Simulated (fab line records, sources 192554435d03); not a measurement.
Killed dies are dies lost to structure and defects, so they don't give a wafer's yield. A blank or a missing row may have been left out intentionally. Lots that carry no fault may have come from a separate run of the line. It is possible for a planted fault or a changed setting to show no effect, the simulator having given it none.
Struck lot and sound lot, side by side || flow n5Finfet || 20 steps out of a route of 1938
Sound: the wafers L724.1, L724.2, L724.6. Wafers L736.2, L736.3 were the ones struck. The cause is named last.
Per side, at each step with rows, come the tool, then ch with its chambers, and then its first start. Under that, the readings that differ: sound wafers || struck wafers || difference of the means || sigmas: that difference in standard deviations of wafers without a fault.
alike: readings whose means differ by less than 2 such deviations, and words and numbers that are the same on both sides. not compared: withheld readings, readings that some wafer has no value for, bounds like >300 that may hide the same value, and numbers for which the record gives no deviation and whose values overlap.
Wherever a step has rows on one side only, a row that says differs or no value, or a row with sigmas, the two part there. When numbers do not overlap yet have no deviation, they are printed without sigmas and do not part them. A reading missing from all wafers of one side parts the sides only when that side holds two or more wafers.

first, 9 steps without rows for these wafers: N5_PMOS_HMC_CHANNEL_EPI_HM_DEP_34 (deposits SiO2 from TEOS/O2, target thk 36 nm, time 6.9 s); N5_PMOS_HMC_CHANNEL_EPI_COAT_31 (time 60 s, resist thk 66 nm); N5_PMOS_HMC_CHANNEL_EPI_COAT_03 (resist thk 205 nm); N5_PMOS_HMC_CHANNEL_EPI_EBR_05; N5_PMOS_HMC_CHANNEL_EPI_SOFTBAKE_04 (time 60 s); N5_PMOS_HMC_CHANNEL_EPI_EXPOSE_06 (exposes mask PMOS HMC BLK, target cd 240 nm); N5_PMOS_HMC_CHANNEL_EPI_PEB_07 (peb time 60 s); N5_PMOS_HMC_CHANNEL_EPI_DEVELOP_08 (develop time 30 s); N5_PMOS_HMC_CHANNEL_EPI_DESCUM_14 (chemistry O2, time 7.9 s).
N5_PMOS_HMC_CHANNEL_EPI_ETCH_32: etches BARC in N2/H2, stops on SiO2, target depth 85.8 nm, time 50.3 s.
  sound on rieDiel-02 ch 1,2, day 1 17:06; struck on rieDiel-02 ch 0,1, day 4 17:29
{"reading": "model.CAR-ArF-block_of_PMOS_HMC_CHANNEL_EPI_COAT_03.thkNm (nm)", "sound": "135.2 133.3 132.9", "struck": "97.56 99.38", "difference": -35.33, "sigmas": ""}
{"reading": "model.PMOS_HMC_CHANNEL_EPI.cdNm (nm)", "sound": "241.7 238.7 240.6", "struck": "243.9 246", "difference": "+4.6", "sigmas": ""}
{"reading": "model.SiO2_of_PMOS_HMC_CHANNEL_EPI_HM_DEP_34.thkNm (nm)", "sound": "35.71 35.98 36.13", "struck": "34.22 34.72", "difference": -1.47, "sigmas": ""}
  alike: drypumpMotorCurrentA, oesProductAu, rfVppV, showerheadPlenumPTorr, throttleValvePct
  not compared: rfHoursCounterH
N5_PMOS_HMC_CHANNEL_EPI_HM_OPEN_15: chemistry CHF3/O2, target SiO2, target depth 40.6 nm, time 20.3 s.
  sound on rieDiel-02 ch 1,2, day 1 17:08; struck on rieDiel-02 ch 0,1, day 4 17:31
{"reading": "model.CAR-ArF-block_of_PMOS_HMC_CHANNEL_EPI_COAT_03.thkNm (nm)", "sound": "95.49 93.65 93.56", "struck": "57.9 58.43", "difference": -36.1, "sigmas": ""}
  alike: drypumpMotorCurrentA, oesProductAu, rfVppV, showerheadPlenumPTorr, throttleValvePct
  not compared: rfHoursCounterH
then, 3 steps without rows for these wafers: N5_PMOS_HMC_CHANNEL_EPI_STRIP_33 (strips in N2/H2); N5_PMOS_HMC_CHANNEL_EPI_STRIP_17 (strips in SPM, time 750 s); N5_PMOS_HMC_CHANNEL_EPI_ETCH_38 (etches SiO2 in CF4, target depth 1.5 nm).
N5_PMOS_HMC_CHANNEL_EPI_FIN_RECESS_16: chemistry HBr/Cl2, target Si, target depth 54 nm, time 18 s.
  sound on rieSi-02 ch 0,1,2, day 1 17:31; struck on rieSi-02 ch 1,3, day 4 17:55
{"reading": "model.PMOS_HMC_CHANNEL_EPI.cdNm (nm)", "sound": "241.7 238.9 241", "struck": "244 246", "difference": "+4", "sigmas": ""}
  alike: HBr_flow_sccm, drypumpMotorCurrentA, oesProductAu, throttleValvePct
  not compared: rfHoursCounterH
then, 1 step without rows for these wafers: N5_PMOS_HMC_CHANNEL_EPI_PRECLEAN_36 (cleans in O3/DIW, time 45 s).
N5_PMOS_HMC_CHANNEL_EPI_PRECLEAN_18: cleans in DHF, time 30 s.
  sound on wetBench-06 ch 0,1,3, day 1 17:38; struck on wetBench-06 ch 0,1, day 4 18:02
{"reading": "model.SiO2_of_PMOS_HMC_CHANNEL_EPI_HM_DEP_34.thkNm (nm)", "sound": "24.82 24.95 25.05", "struck": "23.01 23.72", "difference": -1.57, "sigmas": ""}
then, 1 step without rows for these wafers: N5_PMOS_HMC_CHANNEL_EPI_SRD_19 (time 30 s).
-- a jump in the record: the struck wafers' starts before and after are 7 days apart (it breaks off in module PMOS_HMC_CHANNEL_EPI and resumes in module BEOL_M4, where the first step shown is number 1111 of the route) --
N5_BEOL_M4_RC_MEAS_101:
  sound on prober-01 ch 0, day 8 08:40; struck on prober-01 ch 0, day 11 11:31
  alike: DIBL_N, DIBL_P, IOFF_N, IOFF_P, ION_N, ION_P, SS_N, SS_P, VT_N, VT_P
-- record jumps: 4 days separate the struck wafers' starts on either side; left off in module BEOL_M4, taken up again in module PASSIVATION, whose first shown step is the route's number 1936 --
N5_PASSIVATION_PROBE_49:
  record: rows for the struck wafers here (prober-01, day 15 11:50), none for the sound ones

WHERE THEY PART
At N5_PASSIVATION_PROBE_49 and nowhere else, as far as this record goes.

WHY: what the simulator had put in
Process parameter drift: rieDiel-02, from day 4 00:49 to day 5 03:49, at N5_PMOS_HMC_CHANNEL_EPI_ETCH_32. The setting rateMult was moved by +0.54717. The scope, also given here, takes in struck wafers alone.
